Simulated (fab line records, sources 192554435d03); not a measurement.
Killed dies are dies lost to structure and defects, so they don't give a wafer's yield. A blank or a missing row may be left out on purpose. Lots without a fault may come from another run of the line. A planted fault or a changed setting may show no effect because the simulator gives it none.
Chamber matching | flow n5_finfet | N5_FIN_SAQP_ETCH_64 on rie_si-03: 4 sister chambers
The step etches SiO2 in CF4, target depth 1.5 nm. 18 wafers are shown with their chamber, then 9 later ones without.

WAFERS WITH THEIR CHAMBER
wafer  | chamber | drypump_motor_current_A (A) | throttle_valve_pct (%) | oes_product_au (a.u.)
L078.1 | 3       | 6.3                         | 21.91                  | 0.966
L078.5 | 1       | 4.8                         | 21.79                  | 1.015
L078.6 | 2       | 5.7                         | 21.79                  | 0.990
L081.3 | 0       | 4.7                         | 22.12                  | 1.008
L081.4 | 2       | 5.7                         | 21.81                  | 0.979
L081.5 | 3       | 6.3                         | 21.91                  | 0.965
L083.2 | 2       | 5.6                         | 21.80                  | 0.977
L083.5 | 3       | 6.3                         | 21.90                  | 0.958
L083.6 | 0       | 4.7                         | 22.13                  | 1.001
L084.1 | 3       | 6.3                         | 21.93                  | 0.966
L084.3 | 2       | 5.7                         | 21.80                  | 0.980
L084.5 | 0       | 4.7                         | 22.12                  | 0.993
L087.1 | 3       | 6.3                         | 21.93                  | 0.966
L087.4 | 2       | 5.7                         | 21.80                  | 0.982
L087.5 | 0       | 4.7                         | 22.13                  | 0.999
L090.2 | 3       | 6.3                         | 21.89                  | 0.966
L090.4 | 1       | 4.8                         | 21.80                  | 1.022
L090.5 | 2       | 5.7                         | 21.80                  | 0.970

SIGNATURES (means of the wafers above)
reading                 | chamber 0 | chamber 1 | chamber 2 | chamber 3 | scatter within a chamber
drypump_motor_current_A | 4.700     | 4.800     | 5.683     | 6.300     | 0.0244
throttle_valve_pct      | 22.1250   | 21.7950   | 21.8000   | 21.9117   | 0.0108
oes_product_au          | 1.00025   | 1.01850   | 0.97967   | 0.96450   | 0.00537
Rule: a wafer's distance from a chamber is the root of the sum, over the readings, of the square of ((its reading less the chamber's mean) divided by the reading's scatter). The wafer belongs to the nearest chamber; if the next one is less than 2 further off, it can't be placed. The scatter: the root of (the sum of the squares of (reading less its chamber's mean) over the shown wafers, divided by (wafers less chambers)).

WAFERS WITHOUT THEIR CHAMBER
wafer  | drypump_motor_current_A (A) | throttle_valve_pct (%) | oes_product_au (a.u.)
L092.4 | 5.7                         | 21.81                  | 0.970
L092.5 | 4.8                         | 21.79                  | 1.016
L092.6 | 5.7                         | 21.80                  | 0.971
L095.1 | 4.7                         | 22.12                  | 1.005
L095.3 | 6.3                         | 21.92                  | 0.971
L095.4 | 5.7                         | 21.82                  | 0.981
L096.3 | 4.8                         | 21.78                  | 1.020
L096.4 | 5.7                         | 21.80                  | 0.971
L096.6 | 4.8                         | 21.78                  | 1.016

WHICH CHAMBER EACH WENT THROUGH
wafer  | from the rows above | in truth
L092.4 | 2                   | 2
L092.5 | 1                   | 1
L092.6 | 2                   | 2
L095.1 | 0                   | 0
L095.3 | 3                   | 3
L095.4 | 2                   | 2
L096.3 | 1                   | 1
L096.4 | 2                   | 2
L096.6 | 1                   | 1
Placed correctly: 9 of 9. Can't be placed from these rows: 0. Placed wrongly: 0.
